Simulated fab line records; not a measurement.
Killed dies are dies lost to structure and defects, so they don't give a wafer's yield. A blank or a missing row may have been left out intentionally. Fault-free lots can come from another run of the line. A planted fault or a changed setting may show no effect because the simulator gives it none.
What tool caused it? ; flow nand_harc ; 12 lots, 36 wafers sampled, at 5 steps of a route of 1159

== WHAT EACH GAUGE READ, for each wafer ==
NHARC_P_M0_INSPECT_11.
lot;measured;on;raw_defect_count
L429;day 6 02:02;defect_inspect-02;5 3 5
L428;day 6 06:37;defect_inspect-01;5 7 1
L431;day 6 19:50;defect_inspect-01;2 6 5
L430;day 6 21:58;defect_inspect-02;3 1 2
L434;day 7 15:53;defect_inspect-01;6 1 2
L437;day 8 05:53;defect_inspect-02;3 4 3
L438;day 8 13:24;defect_inspect-02;5 7 0
L440;day 9 01:38;defect_inspect-01;5 4 7
L447;day 10 20:12;defect_inspect-02;7 3 7
L448;day 11 01:47;defect_inspect-02;4 7 1
L450;day 11 06:06;defect_inspect-01;2 4 6
L449;day 11 06:25;defect_inspect-01;2 1 2

NHARC_P_M0_THK_MEAS_24: measures by xrf.
lot;measured;on;thk_nm (nm)
L429;day 6 04:25;film_metro-01;118.2 116.7 118.9
L428;day 6 09:00;film_metro-01;122.3 116.8 116.9
L431;day 6 22:13;film_metro-02;120.5 117.3 116.7
L430;day 7 00:22;film_metro-02;115.1 117.3 118.3
L434;day 7 18:18;film_metro-01;116.8 118.0 115.7
L437;day 8 08:16;film_metro-01;114.8 117.6 116.6
L438;day 8 15:49;film_metro-02;116.6 116.2 118.3
L440;day 9 04:32;film_metro-01;117.0 117.5 115.3
L447;day 10 22:37;film_metro-01;119.3 116.2 115.4
L448;day 11 04:13;film_metro-02;114.8 118.1 115.3
L450;day 11 08:31;film_metro-01;116.1 116.8 117.6
L449;day 11 08:55;film_metro-01;114.8 114.6 119.5

NHARC_P_M1_CD_MEAS_09: target cd 130 nm.
lot;measured;on;cd_nm (nm)
L429;day 6 06:07;cd_sem-02;130.7 130.1 130.0
L428;day 6 10:33;cd_sem-03;131.6 130.7 129.9
L431;day 6 23:44;cd_sem-01;130.6 130.2 130.4
L430;day 7 01:52;cd_sem-01;129.0 129.3 129.0
L434;day 7 19:58;cd_sem-01;128.8 129.0 129.5
L437;day 8 09:49;cd_sem-02;130.0 129.7 129.5
L438;day 8 17:22;cd_sem-02;129.5 129.7 128.8
L440;day 9 06:04;cd_sem-01;129.5 129.7 130.1
L447;day 11 00:10;cd_sem-03;130.3 135.8 135.8
L448;day 11 05:55;cd_sem-03;128.8 129.1 129.5
L450;day 11 10:21;cd_sem-02;129.3 129.5 129.0
L449;day 11 10:49;cd_sem-02;129.4 129.3 129.1

== WHICH TOOL RAN EACH LOT (tool, then ch and the chambers of the sampled wafers, then the start) ==
lot;NHARC_P_M0_PVD_20;NHARC_P_M1_PEB_07
L429;pvd_sputter-02, day 6 04:25 or earlier;litho_track-06 ch 0, day 6 06:01
L428;pvd_sputter-03, day 6 09:00 or earlier;litho_track-06 ch 0, day 6 10:29
L431;pvd_sputter-02, day 6 22:13 or earlier;litho_track-06 ch 0, day 6 23:40
L430;pvd_sputter-02, day 7 00:22 or earlier;litho_track-01 ch 0, day 7 01:47
L434;pvd_sputter-02, day 7 18:18 or earlier;litho_track-01 ch 0, day 7 19:54
L437;pvd_sputter-02, day 8 08:16 or earlier;litho_track-01 ch 0, day 8 09:45
L438;pvd_sputter-03, day 8 15:49 or earlier;litho_track-01 ch 0, day 8 17:17
L440;pvd_sputter-03, day 9 04:32 or earlier;litho_track-04 ch 0, day 9 05:59
L447;pvd_sputter-01, day 10 22:37 or earlier;litho_track-06 ch 0, day 11 00:05
L448;pvd_sputter-03, day 11 04:13 or earlier;litho_track-04 ch 0, day 11 05:50
L450;pvd_sputter-03, day 11 08:31 or earlier;litho_track-04 ch 0, day 11 10:16
L449;pvd_sputter-02, day 11 08:55 or earlier;litho_track-01 ch 0, day 11 10:44
- NHARC_P_M0_PVD_20: deposits TaN, target thk 5 nm, time 8.06 s.
- NHARC_P_M1_PEB_07: peb time 65 s.

== AS READ BY THE TOOLS THEMSELVES (means over the sampled wafers that have a number; for cases with no such wafer, the mark the record gives instead) ==
NHARC_P_M0_PVD_20.
lot;tool;substrate_temp_c (C);throttle_valve_pct (%)
L429;pvd_sputter-02;49.93;30.1
L428;pvd_sputter-03;49.98;30.1
L431;pvd_sputter-02;50.07;30.1
L430;pvd_sputter-02;50.05;30.1
L434;pvd_sputter-02;49.98;30.2
L437;pvd_sputter-02;50.03;30.2
L438;pvd_sputter-03;49.99;30.1
L440;pvd_sputter-03;49.97;29.9
L447;pvd_sputter-01;50.01;29.4
L448;pvd_sputter-03;50.02;30.3
L450;pvd_sputter-03;49.95;29.6
L449;pvd_sputter-02;50.07;30.0

NHARC_P_M1_PEB_07.
lot;tool;exhaust_pa (Pa)
L429;litho_track-06;44.9
L428;litho_track-06;44.7
L431;litho_track-06;44.8
L430;litho_track-01;45.9
L434;litho_track-01;45.0
L437;litho_track-01;44.8
L438;litho_track-01;44.3
L440;litho_track-04;45.2
L447;litho_track-06;44.7
L448;litho_track-04;44.8
L450;litho_track-04;44.8
L449;litho_track-01;45.0

== THE ANSWER, worked out from the rows above alone ==
Rule: the usual values come from the lots themselves. The widest of any qualifying gaps counts: lots, ordered by their means at a reading, are off when they make up no more than a third of the lots, leave a main group of 4 or more, and stand apart from it by 3 or more times the standard deviation of that group's means. Not used: any main group whose means are identical at the precision the tables above print for the reading. Also off: a lot with no number at a reading for which 4 or more lots have one. All remaining lots with rows at the step are treated as sound. The gauges are gone through in route order, then the tools' own readings, and for those a lot's mean is taken as printed above. At the first step where some lot is off, the reading lying furthest off is the one used; lots without a number count as furthest.
Off: L447, at NHARC_P_M1_CD_MEAS_09 (cd_nm). Main group: mean 129.6 nm, sd 0.56.
A tool fits if, at a process step before that reading, it ran every lot that is off, and no sound lot after the first of them. The gauges at NHARC_P_M1_CD_MEAS_09 are tried like those tools. NHARC_P_M0_PVD_20 gives no start for some lots, so the hours and the order of its lots are those of NHARC_P_M0_THK_MEAS_24. Undecided on this evidence; 2 tools fit (pvd_sputter-01 at NHARC_P_M0_PVD_20, litho_track-06 at NHARC_P_M1_PEB_07).

== WHAT THE SIMULATOR PUT IN ==
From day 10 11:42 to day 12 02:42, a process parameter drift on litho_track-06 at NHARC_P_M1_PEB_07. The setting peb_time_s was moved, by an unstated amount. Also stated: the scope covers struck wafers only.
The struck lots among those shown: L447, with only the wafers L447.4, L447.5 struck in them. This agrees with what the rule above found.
